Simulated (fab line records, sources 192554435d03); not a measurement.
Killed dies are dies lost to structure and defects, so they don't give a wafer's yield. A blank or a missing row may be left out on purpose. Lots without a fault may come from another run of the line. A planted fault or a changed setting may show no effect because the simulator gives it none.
Problem report in the 8D (eight disciplines) form, filled by code | flow n5_finfet | the parts of the form that need people (team, actions taken, sign-off) are left out

1. THE PROBLEM
spin_speed_rpm at N5_BEOL_M5_COAT_65 reads a mean of 1362.1 rpm on 5 wafers of 2 lots; wafers without a fault read 1500.0 rpm with a standard deviation of 0.91. That is -99 or more standard deviations from the usual mean.
The step: time 60 s, resist thk 60 nm.
First seen on wafer L837.1, day 10 02:29, on litho_track-04. The record holds 11 wafers of 4 lots with a number at this step. Rule for "out", or "out of limits": more than 4 standard deviations from the usual mean. The other wafers with a number count as sound.

2. WHAT IT IS AND WHAT IT IS NOT
question                    | is                     | is not
which readings at this step | spin_speed_rpm         | -
which lots                  | L837, L838             | L832, L847
which wafers of those lots  | all that have a number | -
read on which tools         | litho_track-04         | litho_track-05
when                        | from day 10 02:29      | up to then (3 sound wafers); but 3 sound wafers of L847 came after

3. SUSPECTS, AND WHAT RULES EACH OUT
Counting: a tool at a process step up to the reading stays a suspect if it ran every lot that is out and no sound lot after the first of them.
- litho_track-04 at N5_BEOL_M5_COAT_65 (time 60 s, resist thk 60 nm): kept. It ran every lot that is out, first L837 (day 10 02:29), and no sound lot after that; its last sound lot up to then is L832 (day 8 23:54). Its own readings are out on those wafers: spin_speed_rpm.
Left after counting: litho_track-04 at N5_BEOL_M5_COAT_65.

4. THE CAUSE (what the simulator had put in)
Process parameter drift: litho_track-04, from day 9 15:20 on, at N5_BEOL_M5_COAT_65. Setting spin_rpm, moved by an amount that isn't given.
Counting left only this tool.

5. THE CHAIN OF EFFECTS, in route order
Each row: a reading whose mean over the struck wafers that have a number lies more than 3 standard deviations from the usual. Only readings for which the record gives a usual standard deviation are gone through. hours: the time from each lot's start at the first step in this table that gives one to its start at this step, as a median over the lots. sigmas: the change in usual standard deviations.
hours | step               | reading        | usual      | on struck wafers | change | sigmas
0     | N5_BEOL_M5_COAT_65 | spin_speed_rpm | 1500.0 rpm | 1362.1           | -137.9 | -99 or more
The process steps in it:
- N5_BEOL_M5_COAT_65: time 60 s, resist thk 60 nm.

6. WHAT WOULD HAVE CAUGHT IT SOONER
In this record the first reading out of limits was taken at day 10 02:29, 11 hours after the fault began at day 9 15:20.
